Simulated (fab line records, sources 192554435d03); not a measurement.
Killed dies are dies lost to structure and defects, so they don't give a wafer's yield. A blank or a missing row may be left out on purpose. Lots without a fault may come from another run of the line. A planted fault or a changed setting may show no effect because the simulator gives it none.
Chamber matching | flow n5_finfet | N5_MOL_CONTACT_COAG_CONTACT_ETCH_14 on rie_diel-05: 4 sister chambers
The step etches SiO2 in C4F6/O2, target depth 27.5 nm, overetch 8.5 nm, time 20 s. 16 wafers are shown with their chamber, then 8 later ones without.

WAFERS WITH THEIR CHAMBER
wafer  | chamber | drypump_motor_current_A (A) | showerhead_plenum_p_Torr (Torr) | throttle_valve_pct (%)
L075.1 | 3       | 5.7                         | 3.05                            | 20.89
L075.3 | 0       | 6.6                         | 2.87                            | 21.29
L075.5 | 1       | 5.7                         | 3.02                            | 21.34
L079.1 | 3       | 5.7                         | 3.04                            | 20.91
L079.3 | 2       | 5.1                         | 3.00                            | 21.64
L079.5 | 3       | 5.7                         | 3.04                            | 20.89
L080.2 | 2       | 5.1                         | 3.00                            | 21.65
L080.3 | 1       | 5.7                         | 3.02                            | 21.36
L080.6 | 2       | 5.1                         | 3.00                            | 21.66
L082.2 | 3       | 5.7                         | 3.04                            | 20.92
L082.3 | 1       | 5.8                         | 3.02                            | 21.37
L082.5 | 0       | 6.6                         | 2.87                            | 21.33
L084.1 | 1       | 5.7                         | 3.01                            | 21.36
L084.5 | 1       | 5.8                         | 3.01                            | 21.37
L084.6 | 2       | 5.1                         | 3.00                            | 21.67
L088.2 | 3       | 5.7                         | 3.03                            | 20.94

SIGNATURES (means of the wafers above)
reading                  | chamber 0 | chamber 1 | chamber 2 | chamber 3 | scatter within a chamber
drypump_motor_current_A  | 6.600     | 5.740     | 5.100     | 5.700     | 0.0316
showerhead_plenum_p_Torr | 2.8700    | 3.0160    | 3.0000    | 3.0400    | 0.00516
throttle_valve_pct       | 21.3100   | 21.3600   | 21.6550   | 20.9100   | 0.0176
Rule: a wafer's distance from a chamber is the root of the sum, over the readings, of the square of ((its reading less the chamber's mean) divided by the reading's scatter). The wafer belongs to the nearest chamber; if the next one is less than 2 further off, it can't be placed. The scatter: the root of (the sum of the squares of (reading less its chamber's mean) over the shown wafers, divided by (wafers less chambers)).

WAFERS WITHOUT THEIR CHAMBER
wafer  | drypump_motor_current_A (A) | showerhead_plenum_p_Torr (Torr) | throttle_valve_pct (%)
L088.3 | 6.6                         | 2.86                            | 21.34
L088.5 | 6.6                         | 2.86                            | 21.33
L091.1 | 6.6                         | 2.86                            | 21.35
L091.3 | 5.7                         | 3.03                            | 20.94
L091.6 | 5.7                         | 3.03                            | 20.93
L095.1 | 5.7                         | 3.03                            | 20.94
L095.2 | 5.1                         | 2.99                            | 21.70
L095.4 | 5.7                         | 3.03                            | 20.95

WHICH CHAMBER EACH WENT THROUGH
wafer  | from the rows above | in truth
L088.3 | 0                   | 0
L088.5 | 0                   | 0
L091.1 | 0                   | 0
L091.3 | 3                   | 3
L091.6 | 3                   | 3
L095.1 | 3                   | 3
L095.2 | 2                   | 2
L095.4 | 3                   | 3
Placed correctly: 8 of 8. Can't be placed from these rows: 0. Placed wrongly: 0.
